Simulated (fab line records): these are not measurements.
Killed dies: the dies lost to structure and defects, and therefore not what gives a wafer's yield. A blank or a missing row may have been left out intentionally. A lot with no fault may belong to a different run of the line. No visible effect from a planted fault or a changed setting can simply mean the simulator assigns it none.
Which of the tools did it?	flow nandHarc	24 lots with 72 wafers sampled at 3 steps, on a route of 1159 steps

## WHAT THE GAUGES READ, wafer by wafer
NHARC_A_ONON_D1_THK_MEAS_08: measures by ellipsometry. Usual: thkNm reads 1000 nm (standard deviation 8.6).
lot	measured	on	thkNm (nm)	flag
L074	day 7 09:06	filmMetro-01	1008 1008 1009	
L075	day 7 20:56	filmMetro-02	986 985 988	
L076	day 8 03:27	filmMetro-01	1000 1001 1001	
L077	day 8 09:23	filmMetro-01	1007 1008 1009	
L078	day 8 13:41	filmMetro-01	995 995 994	
L079	day 8 19:35	filmMetro-02	1005 1003 1005	
L080	day 9 07:58	filmMetro-02	1001 1001 1002	
L081	day 9 14:18	filmMetro-02	1001 1001 1000	
L083	day 9 14:26	filmMetro-01	994 995 996	
L082	day 9 14:40	filmMetro-02	997 998 996	
L085	day 10 01:08	filmMetro-01	1004 1007 1005	
L084	day 10 01:16	filmMetro-02	998 999 998	
L086	day 10 17:25	filmMetro-02	1006 1007 1005	
L087	day 10 17:25	filmMetro-01	1008 1009 1008	
L088	day 10 21:43	filmMetro-02	1004 1005 1006	
L090	day 11 04:07	filmMetro-01	1005 1004 1005	
L089	day 11 21:19	filmMetro-01	1012 1011 1012	
L092	day 11 21:19	filmMetro-02	991 988 988	
L091	day 11 21:20	filmMetro-01	1005 1007 1006	
L094	day 12 10:26	filmMetro-01	996 995 998	
L093	day 12 10:26	filmMetro-02	988 984 987	
L095	day 12 21:15	filmMetro-02	1020 1019 1019	
L096	day 13 01:26	filmMetro-01	984 986 983	
L097	day 13 01:26	filmMetro-02	993 991 992	

NHARC_A_CHANNEL_HOLE_D1_CD_MEAS_18. Usual: cdNm reads 98.6 nm (standard deviation 2.9).
lot	measured	on	cdNm (nm)	flag
L074	day 8 04:41	cdSem-01	95.5 100.4 99.8	
L075	day 8 17:20	cdSem-01	96.3 92.3 94.3	
L076	day 8 19:57	cdSem-01	97.3 99.3 99.8	
L077	day 9 04:32	cdSem-03	98.8 99.1 97.8	
L078	day 9 05:19	cdSem-02	100.2 95.0 103.6	
L079	day 9 12:29	cdSem-01	95.8 97.0 98.1	
L080	day 10 01:25	cdSem-03	99.8 100.6 100.1	
L081	day 10 05:41	cdSem-02	96.8 92.8 97.5	
L083	day 10 07:30	cdSem-01	98.0 100.8 104.5	
L082	day 10 06:05	cdSem-03	98.3 103.5 98.3	
L085	day 10 20:43	cdSem-01	95.8 95.1 98.8	
L084	day 10 19:36	cdSem-03	97.6 104.1 99.5	
L086	day 11 10:34	cdSem-02	98.0 95.0 97.6	
L087	day 11 11:26	cdSem-01	100.1 99.0 96.1	
L088	day 11 18:46	cdSem-03	94.8 96.7 101.7	
L090	day 11 19:14	cdSem-01	96.8 102.2 95.5	
L089	day 12 13:00	cdSem-03	99.6 94.6 95.6	
L092	day 12 13:37	cdSem-01	101.5 92.6 99.4	
L091	day 12 12:25	cdSem-03	91.0 100.7 99.6	
L094	day 13 02:00	cdSem-01	98.1 100.6 96.6	
L093	day 13 04:13	cdSem-02	104.1 96.2 102.7	
L095	day 13 20:40	cdSem-02	100.6 101.4 99.7	
L096	day 13 21:26	cdSem-02	102.7 103.1 100.4	
L097	day 13 19:31	cdSem-02	100.4 98.5 103.7	

## EACH LOT AND THE TOOL THAT RAN IT (in order: tool; ch and the chambers of the sampled wafers; start)
lot	NHARC_A_CHANNEL_HOLE_D1_ETCH_34
L074	rieDiel-06 ch 0,1,2, day 8 04:41 or earlier
L075	rieDiel-12 ch 2,3, day 8 17:20 or earlier
L076	rieDiel-06 ch 0,3, day 8 19:57 or earlier
L077	rieDiel-09 ch 0,2,3, day 9 04:32 or earlier
L078	rieDiel-09 ch 0,1, day 9 05:19 or earlier
L079	rieDiel-06 ch 0,1,2, day 9 12:29 or earlier
L080	rieDiel-06 ch 1,2,3, day 10 01:25 or earlier
L081	rieDiel-09 ch 0,2, day 10 05:41 or earlier
L083	rieDiel-12 ch 0,2, day 10 07:30 or earlier
L082	rieDiel-12 ch 0,3, day 10 06:05 or earlier
L085	rieDiel-12 ch 0,1,2, day 10 20:43 or earlier
L084	rieDiel-06 ch 1,2, day 10 19:36 or earlier
L086	rieDiel-09 ch 1,2, day 11 10:34 or earlier
L087	rieDiel-09 ch 0,2, day 11 11:26 or earlier
L088	rieDiel-12 ch 0,2,3, day 11 18:46 or earlier
L090	rieDiel-06 ch 2,3, day 11 19:14 or earlier
L089	rieDiel-12 ch 0,2,3, day 12 13:00 or earlier
L092	rieDiel-06 ch 0,1,3, day 12 13:37 or earlier
L091	rieDiel-06 ch 1,3, day 12 12:25 or earlier
L094	rieDiel-09 ch 1,2,3, day 13 02:00 or earlier
L093	rieDiel-09 ch 2,3, day 13 04:13 or earlier
L095	rieDiel-06 ch 0,2,3, day 13 20:40 or earlier
L096	rieDiel-09 ch 0,2,3, day 13 21:26 or earlier
L097	rieDiel-09 ch 1,2, day 13 19:31 or earlier
- NHARC_A_CHANNEL_HOLE_D1_ETCH_34: etches the open film in CF4/CHF3, target depth 154 nm, time 77 s.

## WHAT THE TOOLS THEMSELVES READ (means of the sampled wafers that have a number; where no wafer has one, the mark that the record gives instead)
NHARC_A_CHANNEL_HOLE_D1_ETCH_34. Usual: drypumpMotorCurrentA 5.8 A, standard deviation 0.47; oesProductAu 0.953 a.u., standard deviation 0.025; rfVppV 370.3 V, standard deviation 2; showerheadPlenumPTorr 1.57 Torr, standard deviation 0.053; throttleValvePct 16.802 %, standard deviation 0.0089.
lot	tool	drypumpMotorCurrentA (A)	oesProductAu (a.u.)	rfVppV (V)	showerheadPlenumPTorr (Torr)	throttleValvePct (%)	flag
L074	rieDiel-06	5.6	0.932	368.7	1.53	16.795	
L075	rieDiel-12	5.8	0.914	370.5	1.56	16.800	
L076	rieDiel-06	5.1	0.997	371.9	1.61	16.800	
L077	rieDiel-09	5.9	0.974	369.9	1.57	16.802	
L078	rieDiel-09	5.7	0.950	370.1	1.56	16.804	
L079	rieDiel-06	5.6	0.962	368.3	1.53	16.795	
L080	rieDiel-06	5.7	0.921	369.7	1.54	16.805	
L081	rieDiel-09	6.2	0.961	369.3	1.53	16.807	
L083	rieDiel-12	5.6	0.982	372.2	1.59	16.800	
L082	rieDiel-12	6.1	0.966	372.0	1.59	16.795	
L085	rieDiel-12	5.8	0.928	370.9	1.60	16.808	
L084	rieDiel-06	5.8	0.912	368.2	1.50	16.800	
L086	rieDiel-09	6.0	0.945	370.3	1.58	16.790	
L087	rieDiel-09	5.9	0.929	368.3	1.51	16.799	
L088	rieDiel-12	5.7	0.978	370.4	1.57	16.806	
L090	rieDiel-06	5.8	0.950	368.9	1.55	16.799	
L089	rieDiel-12	5.7	0.976	370.7	1.57	16.795	
L092	rieDiel-06	5.3	0.971	370.3	1.57	16.806	
L091	rieDiel-06	5.5	0.931	369.1	1.53	16.796	
L094	rieDiel-09	6.0	0.928	371.7	1.60	16.799	
L093	rieDiel-09	6.2	0.962	370.6	1.59	16.808	
L095	rieDiel-06	5.4	0.960	369.9	1.58	16.799	
L096	rieDiel-09	5.9	0.973	370.7	1.57	16.813	
L097	rieDiel-09	6.0	0.974	370.3	1.58	16.812	

## THE ANSWER, worked out from the rows above alone
Rule: take the mean of a lot's wafers that have a number; if it is more than 3 standard deviations from the usual mean, the lot is off. Also off: a lot with no number at a reading for which 4 or more lots have one. Where the step has rows for the other lots, those lots are counted as sound. First the gauges in route order, then the tools' own readings, where a lot's mean is used as printed above. At the first step where some lot is off, the reading lying furthest off is the one used; lots without a number count as furthest.
None of the lots is off at any reading shown; this tells nothing.

## WHAT WAS PUT IN BY THE SIMULATOR
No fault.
